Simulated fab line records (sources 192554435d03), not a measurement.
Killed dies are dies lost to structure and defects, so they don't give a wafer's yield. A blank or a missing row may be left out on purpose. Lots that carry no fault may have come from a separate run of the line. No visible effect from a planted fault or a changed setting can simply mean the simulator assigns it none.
Struck lot and sound lot, side by side ; flow n5Finfet ; 14 out of 1938 route steps
Sound: wafers L379.1, L379.2, L379.6. Wafers struck: L385.4, L385.5, L385.6. The cause comes at the end.
For every step that has rows: the tool of each side, followed by ch and its chambers, followed by its first start. Under that, the readings that differ: sound wafers ; struck wafers ; difference of the means ; sigmas: that difference in standard deviations of wafers without a fault.
alike: a reading whose means differ by less than 2 such deviations, as well as words and numbers matching on both sides. not compared: withheld readings; readings where some wafer has no value; bounds like >300 that might hide an equal value; numbers whose values overlap and for which the record gives no deviation.
A row with sigmas, a row that says differs or no value, or rows on one side alone: a step with any of these is where the two part. When numbers do not overlap yet have no deviation, they are printed without sigmas and do not part them. A reading missing from all wafers of one side parts the sides only when that side holds two or more wafers.

first, 2 steps without rows for these wafers: N5_BEOL_M11_PRECLEAN_42 (cleans in residue remover, time 60 s); N5_BEOL_M11_SRD_43 (time 30 s).
N5_BEOL_M11_CD_MEAS_35: the cd target is 70 nm.
  sound: cdSem-03 at day 13 03:53; struck: cdSem-02 at day 14 12:15
  alike: cdNm
N5_BEOL_M11_CURE_72: cures SiCOH lowk, time 120 s.
  sound on uvCure-02 ch 2, day 13 03:55; struck on uvCure-03 ch 2, day 14 12:56
  alike: lampPowerPct, wafer_temp_C_max
then, 2 steps without rows for these wafers: N5_BEOL_M11_DEGAS_44 (time 60 s); N5_BEOL_M11_PRE_CLEAN_45 (time 30 s).
N5_BEOL_M11_ALD_74: deposits TaN, target thk 2 nm, pulse time 2 s, purge time 3 s.
  sound on aldMetal-04 ch 2,3, day 13 04:25; struck on aldMetal-04 ch 0,2,3, day 14 13:21
  alike: heaterPowerW
N5_BEOL_M11_SURFACE_TREAT_76:
  sound: pvdSputter-03 at day 13 04:50; struck: pvdSputter-01 at day 14 14:07
  not compared: throttleValvePct
then, 1 step without rows for these wafers: N5_BEOL_M11_CVD_75 (deposits Co from CCTBA/H2, target thk 2 nm, time 138.9 s).
N5_BEOL_M11_SPUTTER_48: material Cu, target thk 12 nm, time 2 s.
  sound: pvdSputter-03 at day 13 05:04; struck: pvdSputter-01 at day 14 14:39
  alike: throttleValvePct
then, 1 step without rows for these wafers: N5_BEOL_M11_ECD_50 (material Cu, target thk 318 nm).
N5_BEOL_M11_ANNEAL_51: time 90 s.
  sound on rtpAnneal-01 ch 0, day 13 05:56; struck on rtpAnneal-02 ch 0, day 14 14:58
reading;sound;struck;difference;sigmas
wafer_temp_C_max;225.8 225.7 225.5;226.2 226.6 226.5;+0.8;+2
N5_BEOL_M11_CMP_52: polishes, stops on SiCOH lowk, t overpolish 7 s, target thk 140 nm.
  sound on cmp-03 ch 0,2,3, day 13 06:14; struck on cmp-04 ch 1,2,3, day 14 15:15
reading;sound;struck;difference;sigmas
barrierFieldEndpointS (s);28.4 28.4 28.3;29.9 30.4 30.0;+1.7;+3
platenRpm (rpm);49.97 49.94 49.95;48.03 47.99 48.03;-1.94;-65
  alike: edgeZonePressureFrac, motorCurrentA, overpolishRunS, timeToEndpointS
  not compared: padLifeWafers
N5_PASSIVATION_PROBE_49:
  only the struck wafers here have rows in the record (prober-01, day 16 05:16); the sound ones have none

== WHERE THEY PART ==
First at N5_BEOL_M11_ANNEAL_51; last, within this record, at N5_PASSIVATION_PROBE_49.

WHY: what the simulator had put in
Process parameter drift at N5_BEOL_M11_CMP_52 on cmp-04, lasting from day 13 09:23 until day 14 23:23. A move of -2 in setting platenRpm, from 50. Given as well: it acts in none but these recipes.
